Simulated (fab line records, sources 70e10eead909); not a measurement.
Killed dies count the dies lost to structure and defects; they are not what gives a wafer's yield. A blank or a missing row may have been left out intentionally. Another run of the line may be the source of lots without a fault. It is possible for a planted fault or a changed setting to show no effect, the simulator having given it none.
fab line records | flow nandHarc
record lots=24 wafers=72 lastDay=25
route steps=1159 shown A_CHANNEL_FILL_D1@507 A_STAIRCASE@554
lots that met no fault: from a run of the same line without faults
startH: start of the lot's first displayed wafer, in hours after the record's first day | waitH: hours from the lot's prior step to this one | " as in the row above | L1.1+2: a single row standing in for several wafers | - either no value or no given start | * or withheld: withheld | < > ~ a bound
route shown NAME@n: a module of which the file shows steps, and the number in the route of the first | usual: average and standard deviation across the fault-free wafers | same: alike in all rows | chamber/n: place in a boat | sites: each site's reading | _std_site: how widely they spread, as a standard deviation | _edge_site: inner sites' mean taken away from outer sites' mean | radiusMm: how far each site lies from the wafer's centre | mask NAME#n: copy n | behind: the most recent tool/chamber to have shaped the wafer | hold: why the lot went on hold/how many hours it stayed there/how the hold came to an end | device: transistor that didn't switch, given as n, p or np | end of line: the same wafers' tests at the end of the route | where a step has no rows: the recipe by itself | killed: dies lost to structure and defects at the first sort, not the wafer's yield | map: per-die view of a wafer (x killed, . not killed, _ where there is no die)
set.NAME: the run value of the setting; set.NAME@STEP: its run value at that earlier step | model.NAME: the simulator's own value behind a step, which no gauge read
steps of the route over a sample of lots; a table a step, a row a wafer
services: when a tool's chamber went out of use (startH, in hours from the record's first day, below 0 if earlier), for how many hours, and the reason
## steps
# step NHARC_A_CHANNEL_FILL_D1_ALD_25
# recipe targetThkA=600 pulseTimeS=10 aldCycles=600 tempC=300 material=SiOx
# usual heaterPowerW=453/37 precursorPulseHeightRel=1.002/0.019
# columns lot.wafer tool chamber startH waitH heaterPowerW precursorPulseHeightRel
L074.1 aldHk-01 3 218.13 1.3 484 0.994
L074.4 " 0 " " 485 0.987
L074.5 " 1 " " 465 1.003
L075.1 aldHk-04 2 218.53 1.7 399 0.991
L075.3 " 3 " " 502 1.024
L075.6 " 1 220.40 3.5 444 0.984
L078.1 aldHk-04 2 232.97 0.1 399 0.995
L078.4 " 3 " " 510 0.998
L078.3 " 0 " " 417 0.993
L076.4 aldHk-04 1 237.23 4.3 428 0.998
L076.2 " 2 " " 415 0.987
L076.6 " 0 239.07 6.2 411 1.037
L077.4 aldHk-02 1 240.51 2.4 437 1.001
L077.2 " 2 " " 432 1.031
L077.5 " 0 242.35 4.2 422 1.003
L079.2 aldHk-01 3 250.08 0.1 453 0.972
L079.3 " 1 251.33 1.4 468 1.002
L079.6 " 0 253.21 3.2 456 1.029
L080.2 aldHk-04 0 251.26 1.3 425 1.034
L080.6 " 2 252.51 2.5 424 0.990
L080.5 " 3 " " 496 1.045
L081.1 aldHk-01 3 262.54 0.1 441 1.022
L081.4 " 1 263.79 1.3 468 1.000
L081.6 " 0 265.66 3.2 462 0.997
L082.2 aldHk-01 2 270.75 0.1 542 1.017
L082.3 " 0 271.99 1.3 462 1.011
L082.5 " 3 273.85 3.2 456 0.995
L083.3 aldHk-01 1 277.44 0.1 449 0.986
L083.2 " 2 " " 536 0.989
L083.1 " 3 " " 448 1.001
L085.3 aldHk-02 2 278.04 0.7 448 0.965
L085.1 " 3 " " 401 1.019
L085.6 " 1 279.86 2.5 425 0.992
L084.2 aldHk-04 1 278.66 1.3 444 1.029
L084.1 " 2 " " 407 1.026
L084.6 " 0 280.51 3.1 420 0.993
L087.4 aldHk-01 3 307.37 0.7 440 0.979
L087.3 " 0 " " 466 1.015
L087.5 " 2 309.22 2.5 527 1.030
L086.1 aldHk-04 0 307.37 0.7 424 0.969
L086.4 " 1 " " 442 0.997
L086.6 " 0 309.86 3.2 406 0.948
L088.3 aldHk-02 3 309.76 0.0 401 0.997
L088.1 " 0 " " 423 0.994
L088.6 " 0 312.83 3.1 410 0.986
L089.3 aldHk-01 1 314.15 4.4 468 0.994
L089.5 " 2 315.38 5.7 521 0.999
L089.6 " 3 316.62 6.9 447 1.012
L091.4 aldHk-01 0 318.67 0.1 471 0.998
L091.1 " 1 319.91 1.3 474 1.006
L091.3 " 3 322.39 3.8 447 0.994
L090.1 aldHk-04 1 319.28 0.7 438 0.989
L090.3 " 2 " " 413 0.987
L090.6 " 0 321.11 2.5 431 0.978
L092.3 aldHk-04 1 331.26 0.1 448 1.021
L092.1 " 2 " " 414 0.999
L092.6 " 2 334.35 3.2 411 0.993
L093.2 aldHk-02 2 342.66 0.7 442 0.980
L093.4 " 0 343.88 1.9 410 1.004
L093.5 " 1 " " 460 1.029
L094.1 aldHk-04 2 343.28 1.3 421 1.018
L094.3 " 3 " " 503 1.008
L094.5 " 1 345.14 3.2 445 1.014
L096.1 aldHk-02 1 351.25 0.1 433 0.974
L096.6 " 1 353.70 2.5 449 1.000
L096.5 " 2 " " 448 1.016
L095.2 aldHk-04 3 355.46 0.7 502 1.014
L095.3 " 0 " " 418 0.951
L095.1 " 1 " " 456 1.031
L097.3 aldHk-01 3 371.75 5.0 456 0.981
L097.2 " 0 " " 467 0.991
L097.5 " 2 373.61 6.8 515 0.995
# step NHARC_A_CHANNEL_FILL_D1_ETCHBACK_08
# recipe targetDepthA=2200 timeS=110 c4f8FlowSccm=20 arFlowSccm=withheld rfW=600 biasW=300 chemistry=C4F8
# usual oesProductAu=0.94/0.035 rfVppV=441.4/2.1
# columns lot.wafer tool chamber startH waitH oesProductAu rfHoursCounterH rfVppV
L074.1 rieDiel-09 2 - - 0.92 20 444.3
L074.4 " 3 " " 0.91 20 442.9
L074.5 " 2 " " 0.92 - 444.3
L075.1 rieDiel-05 0 - - 0.92 2 444.8
L075.3 " 1 " " 0.94 2 439.9
L075.6 " 3 " " 0.93 - 438.8
L078.3 rieDiel-11 3 - - 0.99 1 440.8
L078.4 " 0 " " 1.00 1 438.9
L078.1 " 1 " " 1.01 1 439.3
L076.2 rieDiel-05 1 - - 1.00 2 440.3
L076.4 " 2 " " 0.99 3 440.2
L076.6 " 2 " " 0.99 - 438.8
L077.2 rieDiel-05 1 - - 1.02 3 442.0
L077.4 " 2 " " 1.01 3 439.7
L077.5 " 1 " " 1.00 - 442.0
L080.2 rieDiel-11 0 - - 0.91 2 437.9
L080.6 " 0 " " 0.92 - 440.5
L080.5 " 1 " " 0.93 - 441.3
L079.3 rieDiel-05 2 - - 0.91 3 440.0
L079.2 " 1 " " 0.93 3 440.4
L079.6 " 3 " " 0.92 - 438.2
L081.4 rieDiel-11 2 - - 0.91 1 443.4
L081.1 " 3 " " 0.90 2 441.7
L081.6 " 0 " " 0.91 - 440.0
L082.2 rieDiel-05 1 - - 0.93 3 440.1
L082.3 " 2 " " 0.91 4 440.0
L082.5 " 0 " " 0.92 - 446.2
L085.1 rieDiel-11 1 - - 1.01 2 442.2
L085.3 " 2 " " 1.00 2 443.4
L085.6 " 1 " " 1.00 - 440.8
L084.2 rieDiel-05 0 - - 0.92 4 445.0
L084.1 " 2 " " 0.91 4 439.5
L084.6 " 1 " " 0.94 - 440.2
L083.2 rieDiel-11 3 - - 0.97 2 441.0
L083.3 " 0 " " 0.98 2 440.5
L083.1 " 1 " " 1.00 2 440.3
L087.4 rieDiel-11 1 - - 0.92 3 440.7
L087.3 " 2 " " 0.92 2 444.0
L087.5 " 1 " " 0.93 - 438.3
L086.1 rieDiel-05 1 - - 0.93 5 441.1
L086.4 " 3 " " 0.92 5 439.2
L086.6 " 1 " " 0.93 - 440.9
L088.3 rieDiel-05 0 - - 0.93 5 444.0
L088.1 " 3 " " 0.91 5 439.3
L088.6 " 0 " " 0.92 - 445.0
L089.3 rieDiel-05 3 - - 0.92 6 439.0
L089.5 " 0 " " 0.92 - 446.2
L089.6 " 1 " " 0.93 - 440.9
L090.3 rieDiel-11 3 - - 0.91 3 444.0
L090.1 " 0 " " 0.90 4 441.0
L090.6 " 0 " " 0.91 - 440.6
L091.4 rieDiel-05 0 - - 0.94 6 443.7
L091.3 " 1 " " 0.93 5 440.9
L091.1 " 2 " " 0.92 6 440.1
L092.3 rieDiel-11 0 - - 0.90 4 439.1
L092.1 " 3 " " 0.91 4 440.8
L092.6 " 1 " " 0.93 - 439.8
L093.4 rieDiel-11 0 - - 0.91 4 440.4
L093.2 " 3 " " 0.90 4 441.3
L093.5 " 0 " " 0.90 - 440.1
L094.1 rieDiel-09 0 - - 0.93 17 439.0
L094.3 " 2 " " 0.93 17 445.6
L094.5 " 1 " " 0.93 - 442.2
L096.1 rieDiel-11 0 - - 0.91 5 438.0
L096.6 " 2 " " 0.92 - 441.8
L096.5 " 3 " " 0.91 - 441.3
L095.1 rieDiel-09 1 - - 1.01 15 443.5
L095.2 " 2 " " 1.00 20 444.5
L095.3 " 3 " " 1.01 19 442.9
L097.3 rieDiel-05 3 - - 0.91 1 438.9
L097.2 " 0 " " 0.92 1 444.7
L097.5 " 0 " " 0.93 - 445.2
# step NHARC_A_STAIRCASE_TRIM_18
# recipe timeS=211.2 o2FlowSccm=500 arFlowSccm=0 biasW=0 chemistry=O2
# usual drypumpMotorCurrentA=6.1/0.37 oesProductAu=0.998/0.011 rfVppV=57.7/0.96 showerheadPlenumPTorr=3.54/0.15 throttleValvePct=17.035/0.0088
# columns lot.wafer tool chamber startH waitH drypumpMotorCurrentA oesProductAu rfHoursCounterH rfVppV showerheadPlenumPTorr throttleValvePct
L075.3 rieDiel-06 0 - - 6.4 1.008 58 55.1 3.37 17.044
L075.1 " 1 " " 6.2 0.984 58 57.7 3.52 17.041
L075.6 " 3 " " 5.7 0.992 - 58.2 3.61 17.042
L074.4 rieDiel-02 1 - - 6.7 1.006 26 58.1 3.69 17.026
L074.1 " 0 " " 5.7 0.997 30 57.0 3.28 17.041
L074.5 " 1 " " 6.7 0.998 - 56.8 3.69 17.042
L078.1 rieDiel-07 3 - - 5.5 0.987 6 57.0 3.69 17.042
L078.4 " 0 " " 6.3 1.007 6 58.1 3.69 17.035
L078.3 " 1 " " 5.5 1.016 6 57.9 3.50 17.024
L076.2 rieDiel-02 0 - - 5.7 0.990 39 56.4 3.28 17.042
L076.4 " 2 " " 6.3 0.987 39 58.9 3.61 17.042
L076.6 " 3 " " 5.9 0.991 - 55.9 3.28 17.037
L077.2 rieDiel-02 2 - - 6.3 0.991 40 58.9 3.61 17.024
L077.4 " 3 " " 5.9 0.992 40 56.0 3.28 17.026
L077.5 " 0 " " 5.7 0.975 - 54.8 3.28 17.044
L079.3 rieDiel-02 1 - - 6.7 0.996 40 56.5 3.68 17.030
L079.2 " 2 " " 6.3 0.984 44 57.5 3.61 17.025
L079.6 " 1 " " 6.7 0.999 - 58.8 3.68 17.046
L080.2 rieDiel-06 0 - - 6.4 1.012 7 58.3 3.37 17.023
L080.6 " 0 " " 6.3 1.007 - 57.4 3.37 17.035
L080.5 " 1 " " 6.2 1.000 - 57.2 3.51 17.038
L081.4 rieDiel-06 0 - - 6.3 0.991 12 57.7 3.37 17.045
L081.1 " 2 " " 6.4 0.983 11 59.2 3.59 17.034
L081.6 " 0 " " 6.4 1.001 - 57.5 3.37 17.042
L082.2 rieDiel-06 1 - - 6.2 1.009 15 58.3 3.51 17.043
L082.3 " 2 " " 6.5 0.999 14 57.4 3.59 17.037
L082.5 " 1 " " 6.2 1.010 - 56.5 3.51 17.035
L083.1 rieDiel-06 1 - - 6.2 1.003 19 58.4 3.51 17.032
L083.2 " 3 " " 5.7 0.996 18 57.5 3.60 17.028
L083.3 " 0 " " 6.3 1.009 20 56.3 3.36 17.023
L085.1 rieDiel-02 3 - - 5.9 0.990 57 57.5 3.27 17.028
L085.3 " 0 " " 5.7 0.989 56 56.0 3.27 17.026
L085.6 " 2 " " 6.3 0.992 - 60.0 3.60 17.030
L084.2 rieDiel-07 0 - - 6.3 1.011 21 56.5 3.68 17.023
L084.1 " 3 " " 5.5 0.986 21 58.0 3.68 17.018
L084.6 " 2 " " 6.0 1.009 - 58.1 3.76 17.034
L087.4 rieDiel-06 1 - - 6.3 0.998 25 58.4 3.50 17.028
L087.3 " 2 " " 6.4 0.989 22 57.9 3.59 17.028
L087.5 " 3 " " 5.7 0.997 - 59.3 3.59 17.042
L086.1 rieDiel-02 3 - - 5.8 0.984 66 58.1 3.27 17.033
L086.6 " 3 " " 5.8 0.989 - 56.5 3.27 17.023
L086.4 " 1 " " 6.7 0.989 - 57.5 3.67 17.028
L088.3 rieDiel-06 0 - - 6.3 1.018 27 57.4 3.36 17.019
L088.1 " 2 " " 6.4 0.984 22 57.6 3.59 17.046
L088.6 " 0 " " 6.4 1.003 - 57.8 3.36 17.021
L089.3 rieDiel-07 0 - - 6.3 1.002 34 57.2 3.67 17.041
L089.5 " 1 " " 5.5 1.015 - 58.1 3.49 17.037
L089.6 " 2 " " 6.1 0.993 - 58.0 3.75 17.032
L090.1 rieDiel-07 3 - - 5.4 0.982 34 58.8 3.67 17.033
L090.3 " 0 " " 6.3 1.003 35 58.0 3.67 17.035
L090.6 " 2 " " 6.0 1.009 - 59.3 3.75 17.037
L091.4 rieDiel-06 0 - - 6.4 1.008 35 57.9 3.35 17.039
L091.1 " 1 " " 6.3 1.015 33 58.3 3.50 17.044
L091.3 " 2 " " 6.4 0.985 29 58.4 3.58 17.042
L092.1 rieDiel-07 0 - - 6.3 0.995 43 58.2 3.67 17.063
L092.3 " 2 " " 6.0 1.002 39 59.7 3.75 17.035
L092.6 " 0 " " 6.3 1.001 - 58.7 3.67 17.044
L093.4 rieDiel-06 0 - - 6.3 1.006 39 56.9 3.35 17.015
L093.2 " 2 " " 6.5 0.987 33 57.3 3.58 17.043
L093.5 " 0 " " 6.4 1.010 - 55.8 3.35 17.031
L094.1 rieDiel-02 3 - - 5.8 1.001 8 57.7 3.80 17.023
L094.3 " 1 " " 6.7 1.022 8 58.9 3.66 17.027
L094.5 " 2 " " 6.3 1.003 - 59.6 3.59 17.036
L096.1 rieDiel-06 0 - - 6.3 1.009 44 59.2 3.35 17.046
L096.6 " 0 " " 6.3 1.002 - 55.8 3.35 17.050
L096.5 " 1 " " 6.2 1.024 - 57.5 3.49 17.048
L095.3 rieDiel-07 2 - - 6.0 0.988 47 59.2 3.74 17.037
L095.1 " 3 " " 5.5 0.985 50 56.9 3.66 17.033
L095.2 " 0 " " 6.3 1.006 54 56.4 3.66 17.043
L097.3 rieDiel-06 0 - - 6.3 1.016 52 57.2 3.34 17.047
L097.2 " 1 " " 6.2 1.016 49 57.4 3.49 17.038
L097.5 " 0 " " 6.4 1.013 - 56.7 3.35 17.039
# step NHARC_A_STAIRCASE_ETCH_25
# recipe targetDepthA=1000 timeS=40.5 ionEnergyEv=400 c4f8FlowSccm=20 o2FlowSccm=10 arFlowSccm=withheld rfW=600 biasW=1000 chemistry=C4F8/O2
# usual oesProductAu=0.940/0.013 rfVppV=896/4.6
# columns lot.wafer tool chamber startH waitH oesProductAu rfHoursCounterH rfVppV
L075.3 rieDiel-06 2 - - 0.942 62 898
L075.1 " 0 " " 0.946 59 890
L075.6 " 3 " " 0.925 - 899
L074.4 rieDiel-06 1 - - 0.949 59 896
L074.1 " 3 " " 0.946 64 898
L074.5 " 1 " " 0.950 - 895
L078.3 rieDiel-06 2 - - 0.929 0 899
L078.4 " 3 " " 0.936 0 900
L078.1 " 0 " " 0.945 0 890
L076.2 rieDiel-02 0 - - 0.923 39 886
L076.4 " 3 " " 0.941 39 888
L076.6 " 0 " " 0.922 - 886
L077.2 rieDiel-06 2 - - 0.920 4 898
L077.4 " 1 " " 0.953 4 895
L077.5 " 3 " " 0.931 - 897
L079.3 rieDiel-02 0 - - 0.928 45 887
L079.2 " 2 " " 0.935 44 898
L079.6 " 3 " " 0.936 - 887
L080.2 rieDiel-06 0 - - 0.962 7 890
L080.6 " 2 " " 0.938 - 898
L080.5 " 3 " " 0.949 - 899
L081.4 rieDiel-06 0 - - 0.956 13 890
L081.1 " 1 " " 0.939 12 895
L081.6 " 1 " " 0.943 - 895
L082.3 rieDiel-06 2 - - 0.936 14 898
L082.2 " 0 " " 0.944 17 889
L082.5 " 2 " " 0.936 - 899
L085.1 rieDiel-02 1 - - 0.924 53 900
L085.3 " 3 " " 0.941 58 887
L085.6 " 1 " " 0.929 - 900
L083.1 rieDiel-06 3 - - 0.943 19 899
L083.3 " 0 " " 0.948 20 891
L083.2 " 1 " " 0.938 19 894
L084.2 rieDiel-06 2 - - 0.929 15 900
L084.1 " 0 " " 0.964 20 890
L084.6 " 1 " " 0.947 - 896
L086.1 rieDiel-07 0 - - 0.942 32 901
L086.4 " 3 " " 0.935 30 900
L086.6 " 1 " " 0.962 - 894
L087.3 rieDiel-06 2 - - 0.911 22 899
L087.4 " 3 " " 0.918 26 898
L087.5 " 2 " " 0.926 - 898
L088.1 rieDiel-06 3 - - 0.941 27 898
L088.3 " 0 " " 0.958 27 888
L088.6 " 3 " " 0.948 - 898
L089.3 rieDiel-07 3 - - 0.914 32 902
L089.6 " 3 " " 0.913 - 901
L089.5 " 0 " " 0.945 - 901
L090.3 rieDiel-06 1 - - 0.943 32 895
L090.1 " 0 " " 0.953 34 889
L090.6 " 1 " " 0.943 - 895
L091.3 rieDiel-07 3 - - 0.918 38 901
L091.4 " 0 " " 0.936 40 900
L091.1 " 1 " " 0.931 32 894
L092.1 rieDiel-07 2 - - 0.953 39 904
L092.3 " 3 " " 0.940 41 901
L092.6 " 1 " " 0.955 - 894
L093.4 rieDiel-06 2 - - 0.924 34 899
L093.2 " 0 " " 0.956 39 889
L093.5 " 3 " " 0.930 - 897
L094.1 rieDiel-02 3 - - 0.923 11 905
L094.3 " 2 " " 0.921 11 898
L094.5 " 3 " " 0.929 - 905
L096.1 rieDiel-06 1 - - 0.950 42 895
L096.6 " 1 " " 0.949 - 895
L096.5 " 2 " " 0.945 - 897
L095.3 rieDiel-06 0 - - 0.950 46 889
L095.2 " 1 " " 0.948 44 895
L095.1 " 3 " " 0.950 45 899
L097.3 rieDiel-06 2 - - 0.931 45 898
L097.2 " 1 " " 0.946 50 895
L097.5 " 2 " " 0.927 - 898
# step NHARC_A_STAIRCASE_STRIP_175
# recipe powerW=1500 tempC=250 chemistry=O2
# usual drypumpMotorCurrentA=5.9/0.42 heaterPowerW=303/17 rfReflPowerW=16/5.1
# columns lot.wafer tool chamber startH waitH drypumpMotorCurrentA heaterPowerW rfHoursCounterH rfReflPowerW
L075.1 plasmaAsher-01 0 234.53 0.1 6.1 294 44 -
L075.3 " 1 " " 5.3 308 - -
L075.6 " 0 " " 6.1 289 - -
L074.1 plasmaAsher-01 0 236.14 0.1 6.1 296 45 -
L074.4 " 1 " " 5.3 312 - -
L074.5 " 1 " " 5.3 305 - -
L078.1 plasmaAsher-01 0 253.61 0.3 6.1 290 55 15
L078.3 " 0 " " 6.2 295 - 14
L078.4 " 1 " " 5.3 306 - 24
L076.2 plasmaAsher-01 1 254.88 0.6 5.3 302 56 -
L076.4 " 1 " " 5.3 301 - -
L076.6 " 1 " " 5.3 306 - -
L077.2 plasmaAsher-01 0 257.80 0.1 6.2 288 59 13
L077.4 " 1 " " 5.3 298 - 24
L077.5 " 0 " " 6.1 292 - 15
L079.2 plasmaAsher-01 1 267.36 0.1 5.3 296 65 24
L079.3 " 1 " " 5.3 304 - 24
L079.6 " 0 " " 6.1 289 - 14
L080.2 plasmaAsher-02 1 268.07 0.1 5.8 286 14 12
L080.5 " 0 " " 6.4 332 - 11
L080.6 " 1 " " 5.8 279 - 13
L081.1 plasmaAsher-02 1 280.12 0.3 5.8 285 19 -
L081.4 " 0 " " 6.4 326 - -
L081.6 " 1 " " 5.8 279 - -
L082.2 plasmaAsher-02 1 288.07 0.1 5.8 281 24 13
L082.3 " 0 " " 6.4 340 - 10
L082.5 " 1 " " 5.8 280 - 13
L083.2 plasmaAsher-01 0 296.70 0.1 6.1 290 4 14
L083.1 " 1 " " 5.3 315 4 23
L083.3 " 1 " " 5.3 311 - 24
L085.1 plasmaAsher-02 0 296.87 0.1 6.4 328 28 -
L085.3 " 0 " " 6.4 333 - -
L085.6 " 0 " " 6.4 331 - -
L084.2 plasmaAsher-02 0 297.17 0.1 6.4 332 28 12
L084.1 " 1 " " 5.8 279 28 12
L084.6 " 0 " " 6.4 320 - 11
L086.1 plasmaAsher-02 0 324.16 0.1 6.4 326 35 11
L086.4 " 0 " " 6.4 327 - 10
L086.6 " 1 " " 5.8 283 - 13
L087.4 plasmaAsher-02 1 324.54 0.3 5.8 282 - 13
L087.3 " 0 " " 6.4 328 - 10
L087.5 " 0 " " 6.4 330 - 11
L088.1 plasmaAsher-02 1 326.75 0.1 5.8 280 36 12
L088.3 " 1 " " 5.8 279 - 13
L088.6 " 1 " " 5.8 281 - 12
L089.3 plasmaAsher-02 0 331.55 0.2 6.4 327 - 11
L089.6 " 0 " " 6.4 331 - 11
L089.5 " 1 " " 5.8 273 - 12
L090.1 plasmaAsher-01 1 338.02 0.4 5.3 312 18 22
L090.3 " 0 " " 6.1 293 - 14
L090.6 " 1 " " 5.3 316 - 22
L091.1 plasmaAsher-01 1 342.19 0.1 5.3 315 19 24
L091.3 " 0 " " 6.1 297 - 14
L091.4 " 1 " " 5.3 317 - 23
L092.1 plasmaAsher-02 1 349.23 0.5 5.8 282 43 -
L092.3 " 1 " " 5.8 283 - -
L092.6 " 1 " " 5.8 279 - -
L093.2 plasmaAsher-01 1 361.13 0.3 5.3 314 25 23
L093.4 " 0 " " 6.1 295 - 15
L093.5 " 0 " " 6.1 297 - 14
L094.1 plasmaAsher-01 1 362.55 0.5 5.3 311 27 23
L094.3 " 0 " " 6.1 292 - 15
L094.5 " 0 " " 6.2 294 - 14
L096.1 plasmaAsher-01 0 368.91 0.3 6.1 298 32 15
L096.6 " 1 " " 5.3 318 - 22
L096.5 " 0 " " 6.1 292 - 15
L095.1 plasmaAsher-01 0 374.12 0.1 6.2 302 34 -
L095.2 " 1 " " 5.3 313 34 -
L095.3 " 1 " " 5.3 319 - -
L097.2 plasmaAsher-01 0 389.24 0.1 6.1 294 39 14
L097.3 " 1 " " 5.3 318 - 24
L097.5 " 1 " " 5.3 316 - 24
# step NHARC_A_STAIRCASE_TRIM_200
# recipe timeS=211.2 o2FlowSccm=500 arFlowSccm=0 biasW=0 chemistry=O2
# usual drypumpMotorCurrentA=6.2/0.35 oesProductAu=1.000/0.01 rfVppV=58.0/0.81 showerheadPlenumPTorr=3.57/0.13 throttleValvePct=17.036/0.009
# columns lot.wafer tool chamber startH waitH drypumpMotorCurrentA oesProductAu rfHoursCounterH rfVppV showerheadPlenumPTorr throttleValvePct
L075.1 rieDiel-07 3 - - 5.5 0.988 0 58.8 3.69 17.029
L075.3 " 1 " " 5.4 1.012 0 58.6 3.50 17.053
L075.6 " 2 " " 6.1 0.999 - 59.0 3.77 17.048
L074.1 rieDiel-02 1 - - 6.7 1.009 29 59.3 3.68 17.036
L074.4 " 2 " " 6.3 0.995 33 59.5 3.61 17.042
L074.5 " 0 " " 5.7 0.987 - 58.8 3.28 17.040
L078.4 rieDiel-06 1 - - 6.2 1.001 4 58.3 3.51 17.023
L078.1 " 2 " " 6.4 0.988 4 58.1 3.60 17.030
L078.3 " 0 " " 6.4 1.001 4 59.8 3.37 17.032
L076.2 rieDiel-06 2 - - 6.4 0.976 5 58.0 3.60 17.038
L076.4 " 1 " " 6.3 0.998 5 58.4 3.51 17.036
L076.6 " 2 " " 6.4 0.983 - 56.5 3.60 17.043
L077.2 rieDiel-06 1 - - 6.3 1.007 6 57.7 3.51 17.028
L077.4 " 3 " " 5.8 0.993 5 57.1 3.60 17.033
L077.5 " 1 " " 6.2 1.007 - 56.3 3.51 17.035
L079.3 rieDiel-06 1 - - 6.3 1.018 9 57.0 3.51 17.031
L079.2 " 3 " " 5.7 1.000 8 58.4 3.60 17.040
L079.6 " 2 " " 6.5 0.988 - 58.7 3.59 17.031
L080.2 rieDiel-07 0 - - 6.3 1.011 13 59.0 3.69 17.028
L080.5 " 3 " " 5.5 0.995 - 59.0 3.68 17.046
L080.6 " 0 " " 6.3 1.009 - 58.2 3.69 17.039
L081.4 rieDiel-06 3 - - 5.7 1.012 13 57.7 3.60 17.048
L081.1 " 1 " " 6.3 1.001 14 58.4 3.51 17.037
L081.6 " 2 " " 6.5 0.994 - 58.9 3.59 17.031
L082.2 rieDiel-02 2 - - 6.3 0.990 53 57.3 3.60 17.036
L082.3 " 3 " " 5.8 0.994 54 56.2 3.28 17.048
L082.5 " 1 " " 6.7 1.000 - 58.7 3.67 17.040
L083.3 rieDiel-06 0 - - 6.3 1.016 21 56.8 3.36 17.042
L083.1 " 1 " " 6.2 1.017 20 57.4 3.51 17.034
L083.2 " 3 " " 5.7 1.002 20 57.5 3.60 17.032
L085.1 rieDiel-07 3 - - 5.5 0.992 24 57.8 3.68 17.050
L085.3 " 2 " " 6.0 1.012 23 58.8 3.76 17.045
L085.6 " 2 " " 6.0 1.002 - 57.7 3.76 17.036
L084.2 rieDiel-06 2 - - 6.4 1.001 16 58.0 3.59 17.047
L084.1 " 3 " " 5.8 1.001 21 57.4 3.60 17.023
L084.6 " 1 " " 6.3 1.013 - 58.1 3.51 17.043
L086.1 rieDiel-06 3 - - 5.7 1.002 27 59.1 3.59 17.018
L086.6 " 3 " " 5.8 0.989 - 58.5 3.59 17.036
L086.4 " 1 " " 6.3 1.008 - 58.3 3.50 17.028
L087.4 rieDiel-07 1 - - 5.4 1.008 27 58.0 3.49 17.033
L087.3 " 2 " " 6.0 0.998 30 58.9 3.75 17.023
L087.5 " 0 " " 6.3 1.005 - 56.9 3.67 17.033
L088.3 rieDiel-06 1 - - 6.3 1.003 28 57.7 3.50 17.021
L088.1 " 0 " " 6.3 1.010 29 57.8 3.36 17.036
L088.6 " 2 " " 6.5 0.997 - 57.9 3.59 17.049
L089.3 rieDiel-06 3 - - 5.7 1.003 31 58.0 3.59 17.023
L089.6 " 0 " " 6.3 1.017 - 58.2 3.36 17.044
L089.5 " 1 " " 6.2 1.007 - 56.6 3.50 17.043
L090.1 rieDiel-06 2 - - 6.5 0.997 29 57.2 3.58 17.050
L090.3 " 3 " " 5.7 1.005 36 57.7 3.59 17.046
L090.6 " 3 " " 5.7 1.003 - 57.8 3.59 17.030
L091.1 rieDiel-02 2 - - 6.3 0.996 5 59.1 3.59 17.063
L091.3 " 3 " " 5.9 1.001 5 57.1 3.81 17.028
L091.4 " 3 " " 5.9 1.009 - 57.2 3.81 17.029
L092.1 rieDiel-02 1 - - 6.7 1.004 6 57.9 3.66 17.039
L092.3 " 2 " " 6.3 0.997 6 56.5 3.59 17.024
L092.6 " 2 " " 6.3 1.005 - 58.3 3.59 17.031
L093.2 rieDiel-06 0 - - 6.4 1.012 43 58.1 3.35 17.051
L093.4 " 2 " " 6.4 0.991 36 58.1 3.58 17.035
L093.5 " 1 " " 6.2 1.003 - 58.7 3.49 17.017
L094.1 rieDiel-06 1 - - 6.2 1.009 41 58.1 3.49 17.033
L094.3 " 2 " " 6.4 0.989 37 58.2 3.58 17.030
L094.5 " 1 " " 6.2 0.997 - 57.2 3.49 17.035
L096.1 rieDiel-06 2 - - 6.4 0.990 39 58.4 3.58 17.041
L096.5 " 3 " " 5.7 0.998 - 57.2 3.58 17.031
L096.6 " 0 " " 6.3 1.009 - 57.5 3.35 17.042
L095.3 rieDiel-02 1 - - 6.7 0.999 17 57.8 3.66 17.044
L095.1 " 2 " " 6.3 0.992 17 57.7 3.59 17.033
L095.2 " 0 " " 5.7 0.973 3 58.1 3.81 17.033
L097.3 rieDiel-02 3 - - 5.9 0.992 24 57.4 3.79 17.020
L097.2 " 0 " " 5.7 0.986 9 57.9 3.80 17.026
L097.5 " 3 " " 5.9 0.995 - 58.3 3.79 17.040
## services
# columns tool chamber startH hours kind
rieDiel-09 - 194.31 1.1 repair
rieDiel-09 - 196.40 1.0 repair
rieDiel-11 - 202.26 0.4 repair
rieDiel-11 2 203.15 18.4 repair
rieDiel-07 1 209.74 2.7 repair
rieDiel-07 - 228.23 9.0 pm
aldHk-01 - 230.16 10.0 pm
plasmaAsher-02 - 234.84 7.2 repair
rieDiel-06 - 241.20 9.0 pm
plasmaAsher-02 - 243.10 24.9 repair
rieDiel-09 - 254.10 9.0 pm
rieDiel-05 1 264.52 6.6 repair
plasmaAsher-01 - 276.00 9.0 pm
rieDiel-09 1 283.78 7.3 repair
rieDiel-07 1 287.55 13.4 repair
rieDiel-06 2 289.33 6.8 repair
rieDiel-05 1 294.77 9.0 repair
rieDiel-02 0 318.79 4.1 repair
rieDiel-02 - 327.76 9.0 pm
rieDiel-05 - 340.60 9.0 pm
rieDiel-06 3 360.12 2.1 repair
plasmaAsher-02 - 360.31 9.0 pm
aldHk-04 - 364.00 10.0 pm
rieDiel-11 - 366.50 9.0 pm
## key
fault none
